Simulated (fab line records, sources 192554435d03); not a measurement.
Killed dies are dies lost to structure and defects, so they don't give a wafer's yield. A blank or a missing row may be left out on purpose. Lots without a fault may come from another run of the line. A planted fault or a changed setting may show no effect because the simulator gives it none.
Chamber matching | flow n5_finfet | N5_BEOL_M9_PECVD_70 on pecvd-02: 3 sister chambers
The step deposits SiO2 from TEOS/O2, target thk 20 nm, time 22.7 s. 14 wafers are shown with their chamber, then 7 later ones without.

WAFERS WITH THEIR CHAMBER
wafer  | chamber | throttle_valve_pct (%) | showerhead_plenum_p_Torr (Torr) | heater_power_w (W)
L715.2 | 2       | 21.7                   | 8.86                            | 529
L715.5 | 0       | 21.0                   | 8.89                            | 749
L715.6 | 2       | 21.6                   | 8.90                            | 543
L716.3 | 0       | 21.2                   | 8.87                            | 719
L716.4 | 2       | 21.7                   | 8.88                            | 625
L714.1 | 0       | 20.9                   | 8.89                            | 755
L714.3 | 2       | 22.0                   | 8.90                            | 583
L714.5 | 0       | 21.1                   | 8.89                            | 744
L718.4 | 0       | 21.2                   | 8.89                            | 715
L718.5 | 2       | 21.7                   | 8.88                            | 654
L718.6 | 1       | 23.7                   | 8.76                            | 729
L720.2 | 0       | 21.3                   | 8.91                            | 740
L720.3 | 2       | 21.9                   | 8.87                            | 613
L720.6 | 1       | 23.5                   | 8.76                            | 645

SIGNATURES (means of the wafers above)
reading                  | chamber 0 | chamber 1 | chamber 2 | scatter within a chamber
throttle_valve_pct       | 21.117    | 23.600    | 21.767    | 0.148
showerhead_plenum_p_Torr | 8.8900    | 8.7600    | 8.8817    | 0.0138
heater_power_w           | 737.00    | 687.00    | 591.17    | 38.9
Rule: a wafer's distance from a chamber is the root of the sum, over the readings, of the square of ((its reading less the chamber's mean) divided by the reading's scatter). The wafer belongs to the nearest chamber; if the next one is less than 2 further off, it can't be placed. The scatter: the root of (the sum of the squares of (reading less its chamber's mean) over the shown wafers, divided by (wafers less chambers)).

WAFERS WITHOUT THEIR CHAMBER
wafer  | throttle_valve_pct (%) | showerhead_plenum_p_Torr (Torr) | heater_power_w (W)
L732.4 | 22.2                   | 8.89                            | 631
L732.5 | 23.6                   | 8.79                            | 674
L737.4 | 22.3                   | 8.89                            | 615
L737.6 | 23.8                   | 8.78                            | 748
L736.1 | 22.2                   | 8.88                            | 640
L736.4 | 21.4                   | 8.85                            | 706
L736.6 | 23.5                   | 8.75                            | 715

WHICH CHAMBER EACH WENT THROUGH
wafer  | from the rows above     | in truth
L732.4 | 2                       | 2
L732.5 | 1                       | 1
L737.4 | 2                       | 2
L737.6 | 1                       | 1
L736.1 | 2                       | 2
L736.4 | can't be placed: 0 or 2 | 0
L736.6 | 1                       | 1
Placed correctly: 6 of 7. Can't be placed from these rows: 1 (the true chamber is among the candidates in 1). Placed wrongly: 0.
